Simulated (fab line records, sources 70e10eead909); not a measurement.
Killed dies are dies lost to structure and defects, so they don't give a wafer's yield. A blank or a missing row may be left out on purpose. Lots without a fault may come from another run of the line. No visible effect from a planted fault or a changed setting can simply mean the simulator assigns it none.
Which of the tools did it?	flow nand_harc	36 wafers from 12 lots sampled at 5 of the route's 1159 steps

== WHAT EACH GAUGE READ, for each wafer ==
NHARC_END_SORT_01.
lot	measured	on	killed_at_array	killed_at_other	killed_at_periphery	killed_dies	killed_open	killed_short
L815	day 21 07:10	prober-01	673 669 665	0 3 3	4 5 9	677 677 677	8 4 7	2 1 2
L814	day 21 14:54	prober-02	674 672 671	1 0 0	2 5 6	677 677 677	3 4 3	1 1 3
L816	day 22 01:38	prober-02	676 676 676	0 0 0	1 1 1	677 677 677	3 5 5	0 2 2

== WHICH TOOL RAN EACH LOT (tool, then ch and the chambers of the sampled wafers, then the start) ==
lot	NHARC_A_CONTACT_ETCH_129	NHARC_A_CONTACT_ETCH_130	NHARC_A_CONTACT_ETCH_132	NHARC_A_CONTACT_ETCH_106
L807	har_cap_etch-01 ch 0,1, day 16 16:55	har_cap_etch-01 ch 0,1, day 16 17:04	har_cap_etch-01 ch 0,1, day 16 17:21	rie_diel-09 ch 1,2,3, day 16 18:35
L809	har_cap_etch-02 ch 0,1, day 17 02:46	har_cap_etch-02 ch 0,1, day 17 02:55	har_cap_etch-02 ch 0,1, day 17 03:12	rie_diel-11 ch 0,1,2, day 17 04:22
L811	har_cap_etch-03 ch 0,1, day 18 05:38	har_cap_etch-03 ch 0,1, day 18 05:47	har_cap_etch-03 ch 0,1, day 18 06:04	rie_diel-11 ch 0,1, day 18 07:14
L812	har_cap_etch-02 ch 0,1, day 18 09:29	har_cap_etch-02 ch 0,1, day 18 09:38	har_cap_etch-02 ch 0,1, day 18 09:55	rie_diel-09 ch 0,2,3, day 18 11:07
L815	har_cap_etch-02 ch 0, day 18 19:00	har_cap_etch-02 ch 0, day 18 19:08	har_cap_etch-02 ch 0, day 18 19:26	rie_diel-11 ch 0,3, day 18 20:38
L814	har_cap_etch-01 ch 0,1, day 18 20:28	har_cap_etch-01 ch 0,1, day 18 20:36	har_cap_etch-01 ch 0,1, day 18 20:53	rie_diel-09 ch 0,2,3, day 18 22:05
L816	har_cap_etch-01 ch 0, day 19 11:10	har_cap_etch-01 ch 0, day 19 11:19	har_cap_etch-01 ch 0, day 19 11:35	rie_diel-11 ch 0,1, day 19 12:50
L818	har_cap_etch-01 ch 0,1, day 20 02:41	har_cap_etch-01 ch 0,1, day 20 02:50	har_cap_etch-01 ch 0,1, day 20 03:07	rie_diel-11 ch 0,2,3, day 20 04:22
L827	har_cap_etch-02 ch 0,1, day 21 22:23	har_cap_etch-02 ch 0,1, day 21 22:31	har_cap_etch-02 ch 0,1, day 21 22:48	rie_diel-11 ch 0,1, day 22 00:08
L829	har_cap_etch-01 ch 0, day 22 02:10	har_cap_etch-01 ch 0, day 22 02:18	har_cap_etch-01 ch 0, day 22 02:35	rie_diel-01 ch 0,2, day 22 03:59
L828	har_cap_etch-02 ch 0,1, day 22 05:00	har_cap_etch-02 ch 0,1, day 22 05:08	har_cap_etch-02 ch 0,1, day 22 05:26	rie_diel-01 ch 0,1,2, day 22 06:41
L830	har_cap_etch-02 ch 0,1, day 22 20:32	har_cap_etch-02 ch 0,1, day 22 20:41	har_cap_etch-02 ch 0,1, day 22 20:58	rie_diel-09 ch 0,2, day 22 22:10
- NHARC_A_CONTACT_ETCH_129: etches the open film in C4F8/O2/Ar, time 155 s, target depth 956 nm.
- NHARC_A_CONTACT_ETCH_130: etches the open film in C4F8/O2/Ar, time 155 s, target depth 956 nm.
- NHARC_A_CONTACT_ETCH_132: etches the open film in C4F8/O2/Ar, time 156 s, target depth 958 nm.
- NHARC_A_CONTACT_ETCH_106: etches the open film in CF4/O2, target depth 60 nm, overetch 6 nm, time 33 s.

== WHAT THE TOOLS THEMSELVES READ (means of the sampled wafers that have a number; where no wafer has one, the mark that the record gives instead) ==
NHARC_A_CONTACT_ETCH_129.
lot	tool	chamber_pressure_mTorr (mTorr)	oes_air_line_au (a.u.)
L807	har_cap_etch-01	19.999	1.015
L809	har_cap_etch-02	20.009	1.005
L811	har_cap_etch-03	20.009	0.989
L812	har_cap_etch-02	20.004	0.992
L815	har_cap_etch-02	20.010	1.002
L814	har_cap_etch-01	20.012	0.984
L816	har_cap_etch-01	20.007	0.982
L818	har_cap_etch-01	20.019	1.011
L827	har_cap_etch-02	19.983	0.996
L829	har_cap_etch-01	20.013	1.015
L828	har_cap_etch-02	19.993	1.010
L830	har_cap_etch-02	20.000	1.008

NHARC_A_CONTACT_ETCH_130.
lot	tool	chamber_pressure_mTorr (mTorr)	oes_air_line_au (a.u.)
L807	har_cap_etch-01	19.995	0.995
L809	har_cap_etch-02	19.984	0.981
L811	har_cap_etch-03	19.976	0.983
L812	har_cap_etch-02	19.993	0.983
L815	har_cap_etch-02	20.021	1.012
L814	har_cap_etch-01	19.994	1.016
L816	har_cap_etch-01	19.997	0.967
L818	har_cap_etch-01	20.001	0.998
L827	har_cap_etch-02	20.005	0.985
L829	har_cap_etch-01	19.999	1.024
L828	har_cap_etch-02	19.994	1.002
L830	har_cap_etch-02	19.994	0.985

NHARC_A_CONTACT_ETCH_132.
lot	tool	chamber_pressure_mTorr (mTorr)	oes_air_line_au (a.u.)
L807	har_cap_etch-01	19.989	0.975
L809	har_cap_etch-02	20.010	1.004
L811	har_cap_etch-03	19.992	1.001
L812	har_cap_etch-02	20.020	1.006
L815	har_cap_etch-02	-	-
L814	har_cap_etch-01	-	-
L816	har_cap_etch-01	-	-
L818	har_cap_etch-01	20.008	0.986
L827	har_cap_etch-02	20.005	1.008
L829	har_cap_etch-01	20.002	1.000
L828	har_cap_etch-02	19.994	1.010
L830	har_cap_etch-02	20.007	1.019

NHARC_A_CONTACT_ETCH_106.
lot	tool	bias_w (W)	cf4_flow_sccm (sccm)	drypump_motor_current_A (A)	oes_product_au (a.u.)	rf_vpp_V (V)	showerhead_plenum_p_Torr (Torr)	throttle_valve_pct (%)
L807	rie_diel-09	100.11	79.87	5.7	0.993	198.6	1.32	13.393
L809	rie_diel-11	100.08	80.08	5.5	1.007	198.0	1.34	13.389
L811	rie_diel-11	99.92	80.31	5.4	1.009	197.0	1.28	13.407
L812	rie_diel-09	99.76	80.02	5.5	0.991	196.7	1.31	13.407
L815	rie_diel-11	99.58	79.97	5.6	1.007	195.9	1.28	13.397
L814	rie_diel-09	99.89	80.19	5.5	0.992	197.1	1.31	13.391
L816	rie_diel-11	99.88	79.92	5.4	1.007	196.3	1.28	13.393
L818	rie_diel-11	100.03	80.13	5.7	1.015	197.3	1.31	13.399
L827	rie_diel-11	99.97	80.16	5.4	1.011	196.8	1.28	13.394
L829	rie_diel-01	99.83	80.33	5.6	0.992	197.2	1.34	13.396
L828	rie_diel-01	100.35	80.03	5.6	1.003	198.1	1.36	13.388
L830	rie_diel-09	99.76	80.13	5.1	1.003	196.1	1.28	13.400

== THE ANSWER, worked out from the rows above alone ==
Rule: usual is defined by the lots themselves. Put in order of their means at a reading, lots are off if they are a third of the lots or fewer, leave a main group of 4 or more, and stand apart from it by a gap of 3 or more times the standard deviation of the main group's means; of several such gaps the widest counts. The tables above print the reading to a certain number of digits; a main group whose means all agree to those digits is not used. A lot without any number at a reading at which 4 lots or more have one is off too. All remaining lots with rows at the step are treated as sound. Order of review: gauges by route order, followed by the tools' own readings, for which a lot's mean as printed above is used. The first step at which some lot is off is used, and at that step the reading that is off furthest; a lot without a number counts as furthest.
Off: L815, L814, L816, at NHARC_A_CONTACT_ETCH_132 (chamber_pressure_mTorr). Without a number there: L815, L814, L816. The main group: mean 20.003 mTorr, standard deviation 0.0093.
A tool fits if, at that step or a process step before it, it ran every lot that is off, and no sound lot after the first of them. None of those tried fits.

== WHAT THE SIMULATOR HAD PUT IN ==
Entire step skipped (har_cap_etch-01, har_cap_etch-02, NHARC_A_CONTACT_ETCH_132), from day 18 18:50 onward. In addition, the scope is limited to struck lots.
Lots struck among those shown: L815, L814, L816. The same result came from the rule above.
